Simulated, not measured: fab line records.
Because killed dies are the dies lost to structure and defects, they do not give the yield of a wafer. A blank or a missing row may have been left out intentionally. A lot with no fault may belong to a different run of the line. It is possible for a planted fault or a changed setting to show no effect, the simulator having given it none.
Struck lot and sound lot, side by side | flow nand-harc | 15 steps out of a route of 1302
Sound: the wafers L591.1, L591.3, L591.6. Struck: wafer L600.3; the same lot's L600.1 was not struck, so it is left out; see the end for the cause.
Each step with rows lists, per side, the tool, then ch with its chambers, then its first start. Under that, the readings that differ: sound wafers | struck wafers | difference of the means | sigmas: that difference in standard deviations of wafers without a fault.
alike: words and numbers the same on both sides, and readings whose means are apart by under 2 such deviations; not compared: readings that were withheld, readings missing a value for some wafer, numbers with overlapping values and no deviation given by the record, and bounds like >300 which may hide the same value.
A row with sigmas, a row that says differs or no value, or rows on one side alone: a step with any of these is where the two part. When numbers do not overlap yet have no deviation, they are printed without sigmas and do not part them. Lack of a reading on every wafer of one side parts them only where that side has two or more wafers.

NHARC_A_M0_OVL_MEAS_10: pitch 160 nm.
  sound on overlay-02 at day 23 22:06; struck on overlay-02 at day 27 15:32
  reading           | sound          | struck | difference | sigmas
  overlay-y-nm (nm) | -0.1 -0.3 -0.1 | -1.8   | -1.6       | -2
  alike: overlay-x-nm
NHARC_A_M0_INSPECT_11:
  sound on defect-inspect-02 at day 23 22:08; struck on defect-inspect-02 at day 27 15:34
  alike: raw-defect-count
NHARC_A_M0_DESCUM_14: chemistry O2, time 3 s.
  sound on rie-diel-04 ch 0,3, day 23 22:12; struck on rie-diel-04 ch 1, day 27 15:38
  alike: drypump-motor-current-A, oes-product-au, rf-vpp-V, showerhead-plenum-p-Torr, throttle-valve-pct
  not compared: rf-hours-counter-h
then, 2 steps without rows for these wafers: NHARC_A_M0_ETCH_34 (etches the open film in N2/H2, target depth 40 nm, overetch 12 nm, time 43.94 s); NHARC_A_M0_ETCH_15 (etches the open film in C4F8/Ar, target depth 150 nm, overetch 15 nm, time 82.5 s).
NHARC_A_M0_CD_MEAS_16:
  sound on cd-sem-02 at day 23 22:30; struck on cd-sem-02 at day 27 15:56
  alike: cd-nm
NHARC_A_M0_STRIP_18: strips in N2/H2.
  sound on rie-diel-07 ch 1,2,3, day 23 22:34; struck on rie-diel-04 ch 1, day 27 16:05
  alike: drypump-motor-current-A, oes-product-au, rf-fwd-power-W, rf-vpp-V, showerhead-plenum-p-Torr, throttle-valve-pct
  not compared: rf-hours-counter-h
then, 1 step without rows for these wafers: NHARC_A_M0_STRIP_19 (strips in post etch residue remover, time 600 s).
NHARC_A_M0_DEGAS_28: time 60 s.
  sound on pvd-sputter-02 at day 23 23:11; struck on pvd-sputter-01 at day 27 16:35
  reading              | sound                | struck | difference | sigmas
  susceptor-temp-C (C) | 250.30 250.06 250.19 | 249.72 | -0.46      | -2
  alike: heater-power-w
then, 2 steps without rows for these wafers: NHARC_A_M0_PRE_CLEAN_29 (time 30 s); NHARC_A_M0_PVD_20 (deposits TaN, target thk 5 nm, time 8.06 s).
NHARC_A_M0_PVD_21: deposits Cu, target thk 30 nm, time 20.49 s.
  sound on pvd-sputter-02; struck on pvd-sputter-01
  reading              | sound             | struck | difference | sigmas
  substrate-temp-c (C) | 30.14 29.88 29.96 | 29.72  | -0.27      | -3
  alike: throttle-valve-pct
NHARC_A_M0_ECD_22: material Cu, target thk 400 nm.
  sound on ecd-cu-02 ch 0,1, day 23 23:32; struck on ecd-cu-02 ch 0, day 27 16:56
  alike: bath-temp-c
NHARC_A_M0_ANNEAL_30: time 90 s.
  sound on rtp-anneal-01 ch 0, day 23 23:54; struck on rtp-anneal-01 ch 0, day 27 17:19
  alike: anneal-temp-c, wafer_temp_C_max
NHARC_A_M0_CMP_23: polishes, t overpolish 20 s, target thk 113.75 nm.
  sound on cmp-03 ch 1,2,3, day 24 00:18; struck on cmp-01 ch 2, day 27 17:41
  reading                | sound          | struck | difference | sigmas
  time-to-endpoint-s (s) | 30.0 29.7 26.7 | 10.4   | -18.4      | -6
  alike: motor-current-A, retaining-ring-pressure-frac

== WHERE THEY PART ==
Last at NHARC_A_M0_CMP_23 as far as this record goes, first at NHARC_A_M0_OVL_MEAS_10.

WHY: what had been put in by the simulator
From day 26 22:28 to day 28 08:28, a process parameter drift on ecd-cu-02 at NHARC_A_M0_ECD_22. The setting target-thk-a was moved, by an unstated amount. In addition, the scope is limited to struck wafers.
